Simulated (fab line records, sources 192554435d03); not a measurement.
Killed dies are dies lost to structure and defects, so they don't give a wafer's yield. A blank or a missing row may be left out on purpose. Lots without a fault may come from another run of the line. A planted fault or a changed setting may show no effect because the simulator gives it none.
Chamber matching | flow n5_finfet | N5_BEOL_M15_ILD_DEP_00 on pecvd-03: 3 sister chambers
The step deposits SiO2 from TEOS/O2, target thk 1629.3 nm, time 346.1 s. 6 wafers are shown with their chamber, then 11 later ones without.

WAFERS WITH THEIR CHAMBER
wafer  | chamber | throttle_valve_pct (%) | showerhead_plenum_p_Torr (Torr)
L085.2 | 1       | 19.1                   | 8.30
L085.4 | 0       | 20.6                   | 8.37
L089.1 | 0       | 20.2                   | 8.37
L089.2 | 2       | 18.5                   | 8.33
L089.3 | 1       | 19.2                   | 8.31
L088.1 | 2       | 18.5                   | 8.35

WAFERS WITHOUT THEIR CHAMBER
wafer  | throttle_valve_pct (%) | showerhead_plenum_p_Torr (Torr)
L088.5 | 20.3                   | 8.37
L088.6 | 18.7                   | 8.31
L091.2 | 19.0                   | 8.30
L091.5 | 18.9                   | 8.35
L091.6 | 18.9                   | 8.29
L094.3 | 18.9                   | 8.30
L094.4 | 20.2                   | 8.38
L094.6 | 19.2                   | 8.29
L096.4 | 18.6                   | 8.30
L096.5 | 20.3                   | 8.39
L096.6 | 18.7                   | 8.35

WHICH CHAMBER EACH WENT THROUGH
wafer  | from the rows above     | in truth
L088.5 | 0                       | 0
L088.6 | can't be placed: 1 or 2 | 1
L091.2 | 1                       | 1
L091.5 | 2                       | 2
L091.6 | 1                       | 1
L094.3 | 1                       | 1
L094.4 | 0                       | 0
L094.6 | 1                       | 1
L096.4 | can't be placed: 1 or 2 | 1
L096.5 | 0                       | 0
L096.6 | 2                       | 2
Placed correctly: 9 of 11. Can't be placed from these rows: 2 (the true chamber is among the candidates in 2). Placed wrongly: 0.
How it was worked out, from the rows above alone: a wafer's distance from a chamber is the root of the sum, over the readings, of the square of ((its reading less the chamber's mean) divided by the reading's scatter). The wafer belongs to the nearest chamber; if the next one is less than 2 further off, it can't be placed. A chamber's mean is the mean of its shown wafers. The scatter: the root of (the sum of the squares of (reading less its chamber's mean) over the shown wafers, divided by (wafers less chambers)).
